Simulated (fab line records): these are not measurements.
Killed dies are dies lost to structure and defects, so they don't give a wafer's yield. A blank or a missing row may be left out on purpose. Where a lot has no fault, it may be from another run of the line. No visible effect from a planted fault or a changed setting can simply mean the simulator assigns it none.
Chamber matching + flow n5-finfet + rie-diel-06 running N5_BEOL_M5_ETCH_68: 3 sister chambers
The step etches SOC in N2/H2, target depth 80 nm, overetch 16 nm, time 120 s. 14 wafers are shown with their chamber, then 6 later ones without.

## WAFERS, EACH WITH ITS CHAMBER
| wafer  | chamber | showerhead-plenum-p-Torr (Torr) | throttle-valve-pct (%) | oes-product-au (a.u.) |
|--------|---------|---------------------------------|------------------------|-----------------------|
| L077.1 | 0       | 2.59                            | 17.34                  | 0.67                  |
| L077.3 | 3       | 2.47                            | 18.26                  | 0.64                  |
| L077.6 | 3       | 2.47                            | 18.26                  | 0.64                  |
| L081.2 | 0       | 2.58                            | 17.35                  | 0.66                  |
| L081.3 | 2       | 2.65                            | 17.63                  | 0.57                  |
| L081.5 | 3       | 2.47                            | 18.27                  | 0.63                  |
| L086.1 | 0       | 2.58                            | 17.37                  | 0.65                  |
| L086.3 | 2       | 2.65                            | 17.60                  | 0.56                  |
| L086.6 | 3       | 2.47                            | 18.29                  | 0.63                  |
| L088.2 | 3       | 2.46                            | 18.29                  | 0.62                  |
| L088.3 | 0       | 2.58                            | 17.39                  | 0.65                  |
| L088.5 | 0       | 2.58                            | 17.39                  | 0.64                  |
| L087.1 | 3       | 2.46                            | 18.30                  | 0.62                  |
| L087.3 | 0       | 2.58                            | 17.39                  | 0.64                  |

SIGNATURES (means of the wafers above)
| reading                  | chamber 0 | chamber 2 | chamber 3 | scatter within a chamber |
|--------------------------|-----------|-----------|-----------|--------------------------|
| showerhead-plenum-p-Torr | 2.5817    | 2.6500    | 2.4667    | 0.00444                  |
| throttle-valve-pct       | 17.3717   | 17.6150   | 18.2783   | 0.02                     |
| oes-product-au           | 0.6517    | 0.5650    | 0.6300    | 0.0102                   |
Rule: for each reading, subtract the chamber's mean from the wafer's reading, divide by that reading's scatter and square the result; add these up over the readings and take the root, which gives the wafer's distance from the chamber. The wafer belongs to the nearest chamber; if the next one is less than 2 further off, it can't be placed. The scatter is the square root of a quotient: the sum, over the shown wafers, of each reading's squared deviation from its chamber's mean, divided by wafers minus chambers.

## WAFERS WHOSE CHAMBER IS MISSING
| wafer  | showerhead-plenum-p-Torr (Torr) | throttle-valve-pct (%) | oes-product-au (a.u.) |
|--------|---------------------------------|------------------------|-----------------------|
| L087.6 | 2.65                            | 17.64                  | 0.56                  |
| L090.1 | 2.58                            | 17.41                  | 0.64                  |
| L090.4 | 2.65                            | 17.65                  | 0.56                  |
| L090.5 | 2.58                            | 17.39                  | 0.64                  |
| L096.2 | 2.57                            | 17.43                  | 0.64                  |
| L096.4 | 2.46                            | 18.32                  | 0.61                  |

## WHICH CHAMBER EACH WENT THROUGH
| wafer  | from the rows above | in truth |
|--------|---------------------|----------|
| L087.6 | 2                   | 2        |
| L090.1 | 0                   | 0        |
| L090.4 | 2                   | 2        |
| L090.5 | 0                   | 0        |
| L096.2 | 0                   | 0        |
| L096.4 | 3                   | 3        |
Placed correctly: 6 of 6. From these rows, 0 cannot be placed. Wrongly placed: 0.
